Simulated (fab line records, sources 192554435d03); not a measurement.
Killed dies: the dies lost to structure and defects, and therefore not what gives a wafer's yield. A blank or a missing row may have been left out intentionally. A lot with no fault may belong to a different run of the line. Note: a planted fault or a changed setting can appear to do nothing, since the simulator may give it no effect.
Which tool did it?    flow n5-finfet    route of 1938 steps, sampled at 1 step: 6 lots, 17 wafers

WHAT THE GAUGES READ, wafer by wafer
N5_WELL_APT_INSPECT_27: inspects for defects (macro).
lot   measured     on                 raw-defect-count
L864  day 2 08:53  defect-inspect-02  1 2 1
L871  day 4 02:49  defect-inspect-02  1 0
L873  day 4 14:53  defect-inspect-01  1 0 3
L877  day 5 14:45  defect-inspect-01  1 2 4
L882  day 6 20:56  defect-inspect-02  1 0 1
L884  day 7 09:10  defect-inspect-01  1 4 0

WHAT TOOL EACH LOT RAN ON (gives the tool, then ch and the chambers of the sampled wafers, and finally the start)
Before these readings, the record contains no process step.

THE ANSWER, worked out from the rows above alone
Rule: the usual values come from the lots themselves. Put in order of their means at a reading, lots are off if they are a third of the lots or fewer, leave a main group of 4 or more, and stand apart from it by a gap of 3 or more times the standard deviation of the main group's means; of several such gaps the widest counts. Not used: any main group whose means are identical at the precision the tables above print for the reading. Also off: a lot with no number at a reading for which 4 or more lots have one. All remaining lots with rows at the step are treated as sound.
Nothing can be told from this: no lot is off at any reading shown.

WHAT THE SIMULATOR HAD INSERTED
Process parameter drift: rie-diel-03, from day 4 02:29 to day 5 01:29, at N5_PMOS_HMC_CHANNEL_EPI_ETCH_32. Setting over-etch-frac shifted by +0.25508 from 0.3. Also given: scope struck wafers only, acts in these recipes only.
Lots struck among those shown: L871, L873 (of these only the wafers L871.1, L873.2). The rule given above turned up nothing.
